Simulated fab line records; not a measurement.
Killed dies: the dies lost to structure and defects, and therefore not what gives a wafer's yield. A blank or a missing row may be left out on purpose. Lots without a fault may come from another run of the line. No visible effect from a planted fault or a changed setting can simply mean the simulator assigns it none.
Comparing a struck lot with a sound one	flow nandHarc	14 steps out of a route of 1159
Sound: the wafers L432.2, L432.4, L432.6. Struck: wafers L437.2, L437.4. (L437.5 of the same lot was not struck and is left out.) The cause comes at the end.
At each step with rows: each side's tool, then ch and its chambers, then its first start. Under that, the readings that differ: sound wafers	struck wafers	difference of the means	sigmas: that difference in standard deviations of wafers without a fault.
alike: same words and numbers on both sides, and readings whose means sit less than 2 such deviations apart. not compared: any withheld reading, any reading some wafer has no value for, any bound like >300 that may hide the same value, and any number with overlapping values for which the record gives no deviation.
Wherever a step has rows on one side only, a row that says differs or no value, or a row with sigmas, the two part there. Non-overlapping numbers with no deviation appear without sigmas and do not part them. Lack of a reading on every wafer of one side parts them only where that side has two or more wafers.

NHARC_A_ZERO_WELL_INSPECT_17:
  sound on defectInspect-02 at day 8 06:32; struck on defectInspect-01 at day 10 06:23
reading	sound	struck	difference	sigmas
rawDefectCount	3 12 7	18 20	+12	+2
then, 3 steps without rows for these wafers: NHARC_A_SOURCE_PLATE_PRECLEAN_00 (cleans in HF-LAST, time 60 s); NHARC_A_SOURCE_PLATE_SRD_01; NHARC_A_SOURCE_PLATE_OXIDE_02 (material SiO2, target thk 10 nm, ox time 1362 s).
NHARC_A_SOURCE_PLATE_THK_MEAS_09: measures by ellipsometry.
  sound on filmMetro-01 at day 8 11:36; struck on filmMetro-02 at day 10 13:01
  alike: thkNm
then, 3 steps without rows for these wafers: NHARC_A_SOURCE_PLATE_PVD_04 (deposits WSi2, target thk 50 nm); NHARC_A_SOURCE_PLATE_CVD_03 (deposits poly-Si, target thk 200 nm, time 4000 s); NHARC_A_SOURCE_PLATE_ANNEAL_05 (time 1800 s).
NHARC_A_SOURCE_PLATE_THK_MEAS_06: measures by ellipsometry.
  sound on filmMetro-01 at day 9 00:23; struck on filmMetro-01 at day 11 01:57
  alike: thkNm
NHARC_A_SOURCE_PLATE_INSPECT_08:
  sound on defectInspect-01 at day 9 00:27; struck on defectInspect-02 at day 11 02:01
  alike: rawDefectCount
NHARC_A_ONON_D1_DEP_00: target thk 1000 nm.
  sound on pecvdOnon-03 ch 0, day 9 00:35; struck on pecvdOnon-03 ch 0, day 11 02:08
  alike: n2oFlowSccm
NHARC_A_ONON_D1_THK_MEAS_02: measures by ellipsometry.
  sound on filmMetro-01 at day 9 01:02; struck on filmMetro-01 at day 11 02:35
reading	sound	struck	difference	sigmas
thkNm (nm)	1001 1000 1001	1472 1472	+471	+50
then, 1 step without rows for these wafers: NHARC_A_ONON_D1_DEP_03 (target thk 1000 nm).
-- the record jumps here: 12 days lie between the struck wafers' starts before and after (it left off in module A_ONON_D1 and takes up again in module END, whose first step shown is number 1159 of the route) --
NHARC_END_SORT_01:
  at this point the record logs the struck wafers (prober-01 ch 0, day 23 09:20) and has no rows for the sound ones

WHERE THEY PART
First at NHARC_A_ZERO_WELL_INSPECT_17; last, within this record, at NHARC_END_SORT_01.

WHY: what the simulator had put in
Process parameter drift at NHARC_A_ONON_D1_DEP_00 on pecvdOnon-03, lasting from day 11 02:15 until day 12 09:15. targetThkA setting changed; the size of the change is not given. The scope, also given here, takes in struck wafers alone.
